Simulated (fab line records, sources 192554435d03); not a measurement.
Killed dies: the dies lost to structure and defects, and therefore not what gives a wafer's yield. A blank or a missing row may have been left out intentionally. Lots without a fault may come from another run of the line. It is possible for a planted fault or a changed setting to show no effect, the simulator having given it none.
Which of the tools did it?    flow n5_finfet    14 lots, 39 wafers sampled, at 4 steps of a route of 1938

== WHAT THE GAUGES SHOWED, per wafer ==
N5_PASSIVATION_OVL_MEAS_60.
lot   measured      on          TV_OVL (nm)
L363  day 12 17:19  overlay-02  -9 -5
L368  day 13 04:07  overlay-01  6 2
L367  day 13 08:47  overlay-01  -4 -6
L369  day 14 02:01  overlay-01  5 6 11
L370  day 14 05:05  overlay-02  -3 -7 -3
L371  day 14 16:40  overlay-02  -2 -7 -7
L372  day 14 21:01  overlay-02  -7 2 1
L374  day 15 03:09  overlay-02  2 5 -9
L373  day 15 11:41  overlay-01  2 -1 1
L380  day 16 21:53  overlay-01  -2 5 -14
L381  day 17 03:26  overlay-01  -7 -3 -2
L383  day 17 08:52  overlay-02  -2 7 5
L382  day 17 16:40  overlay-02  -2 4 1
L384  day 18 03:49  overlay-02  -11 4 -9

== EACH LOT AND THE TOOL THAT RAN IT (in order: tool; ch and the chambers of the sampled wafers; start) ==
lot   N5_BEOL_M12_SPUTTER_43        N5_BEOL_M15_ANNEAL_48             N5_MIM_TOP_ALD_02
L363  pvd_sputter-02, day 11 16:49  rtp_anneal-02 ch 0, day 12 09:26  ald_hk-02 ch 2,3, day 12 17:19 or earlier
L368  pvd_sputter-02, day 12 03:18  rtp_anneal-02 ch 0, day 12 22:20  ald_hk-03 ch 0,1, day 13 04:07 or earlier
L367  pvd_sputter-01, day 12 09:31  rtp_anneal-02 ch 0, day 13 01:35  ald_hk-02 ch 1,3, day 13 08:47 or earlier
L369  pvd_sputter-03, day 13 00:07  rtp_anneal-02 ch 0, day 13 16:12  ald_hk-01 ch 1,2,3, day 14 02:01 or earlier
L370  pvd_sputter-02, day 13 00:44  rtp_anneal-01 ch 0, day 13 22:00  ald_hk-01 ch 0,1,2, day 14 05:05 or earlier
L371  pvd_sputter-01, day 13 05:35  rtp_anneal-01 ch 0, day 14 04:09  ald_hk-01 ch 1,2,3, day 14 16:40 or earlier
L372  pvd_sputter-02, day 13 16:09  rtp_anneal-02 ch 0, day 14 12:02  ald_hk-02 ch 0,2,3, day 14 21:01 or earlier
L374  pvd_sputter-02, day 13 21:59  rtp_anneal-02 ch 0, day 14 18:08  ald_hk-01 ch 0,2,3, day 15 03:09 or earlier
L373  pvd_sputter-02, day 14 07:50  rtp_anneal-02 ch 0, day 15 05:48  ald_hk-01 ch 0,1,3, day 15 11:41 or earlier
L380  pvd_sputter-02, day 15 17:23  rtp_anneal-02 ch 0, day 16 12:11  ald_hk-01 ch 1,3, day 16 21:53 or earlier
L381  pvd_sputter-01, day 15 23:49  rtp_anneal-01 ch 0, day 16 17:29  ald_hk-01 ch 0,1, day 17 03:26 or earlier
L383  pvd_sputter-01, day 16 05:32  rtp_anneal-01 ch 0, day 17 00:10  ald_hk-01 ch 0,3, day 17 08:52 or earlier
L382  pvd_sputter-01, day 16 07:04  rtp_anneal-02 ch 0, day 17 06:37  ald_hk-01 ch 1,3, day 17 16:40 or earlier
L384  pvd_sputter-03, day 17 02:20  rtp_anneal-02 ch 0, day 17 21:43  ald_hk-02 ch 0,1,3, day 18 03:49 or earlier
- N5_BEOL_M12_SPUTTER_43: material TaN, target thk 15 nm, time 24.19 s.
- N5_BEOL_M15_ANNEAL_48: time 90 s.
- N5_MIM_TOP_ALD_02: deposits Al2O3, purge time 3 s, co reactant pulse time 3 s.

== AS READ BY THE TOOLS THEMSELVES (means over the sampled wafers that have a number; for cases with no such wafer, the mark the record gives instead) ==
N5_BEOL_M12_SPUTTER_43.
lot   tool            throttle_valve_pct (%)
L363  pvd_sputter-02  29.0
L368  pvd_sputter-02  29.4
L367  pvd_sputter-01  30.1
L369  pvd_sputter-03  30.1
L370  pvd_sputter-02  29.4
L371  pvd_sputter-01  30.3
L372  pvd_sputter-02  29.3
L374  pvd_sputter-02  29.7
L373  pvd_sputter-02  29.5
L380  pvd_sputter-02  28.8
L381  pvd_sputter-01  29.9
L383  pvd_sputter-01  29.2
L382  pvd_sputter-01  29.8
L384  pvd_sputter-03  30.2

N5_BEOL_M15_ANNEAL_48.
lot   tool           wafer_temp_C_max
L363  rtp_anneal-02  226.4
L368  rtp_anneal-02  226.7
L367  rtp_anneal-02  226.8
L369  rtp_anneal-02  226.5
L370  rtp_anneal-01  225.8
L371  rtp_anneal-01  225.9
L372  rtp_anneal-02  226.8
L374  rtp_anneal-02  226.6
L373  rtp_anneal-02  226.4
L380  rtp_anneal-02  226.4
L381  rtp_anneal-01  225.7
L383  rtp_anneal-01  225.7
L382  rtp_anneal-02  226.5
L384  rtp_anneal-02  227.2

N5_MIM_TOP_ALD_02.
lot   tool       precursor_pulse_height_rel
L363  ald_hk-02  1.002
L368  ald_hk-03  1.008
L367  ald_hk-02  1.006
L369  ald_hk-01  0.989
L370  ald_hk-01  0.995
L371  ald_hk-01  0.979
L372  ald_hk-02  0.982
L374  ald_hk-01  0.999
L373  ald_hk-01  1.003
L380  ald_hk-01  1.006
L381  ald_hk-01  0.996
L383  ald_hk-01  1.026
L382  ald_hk-01  1.001
L384  ald_hk-02  1.003

== THE ANSWER, worked out from the rows above alone ==
Rule: usual is defined by the lots themselves. The widest of any qualifying gaps counts: lots, ordered by their means at a reading, are off when they make up no more than a third of the lots, leave a main group of 4 or more, and stand apart from it by 3 or more times the standard deviation of that group's means. A main group whose means are all the same, to the digits that the tables above print for the reading, isn't used. A lot without any number at a reading at which 4 lots or more have one is off too. Any other lot the step has rows for is counted as sound. Order of review: gauges by route order, followed by the tools' own readings, for which a lot's mean as printed above is used. At the first step where some lot is off, the reading lying furthest off is the one used; lots without a number count as furthest.
No lot is off at any reading shown: from this, nothing can be told.

== WHAT THE SIMULATOR HAD PUT IN ==
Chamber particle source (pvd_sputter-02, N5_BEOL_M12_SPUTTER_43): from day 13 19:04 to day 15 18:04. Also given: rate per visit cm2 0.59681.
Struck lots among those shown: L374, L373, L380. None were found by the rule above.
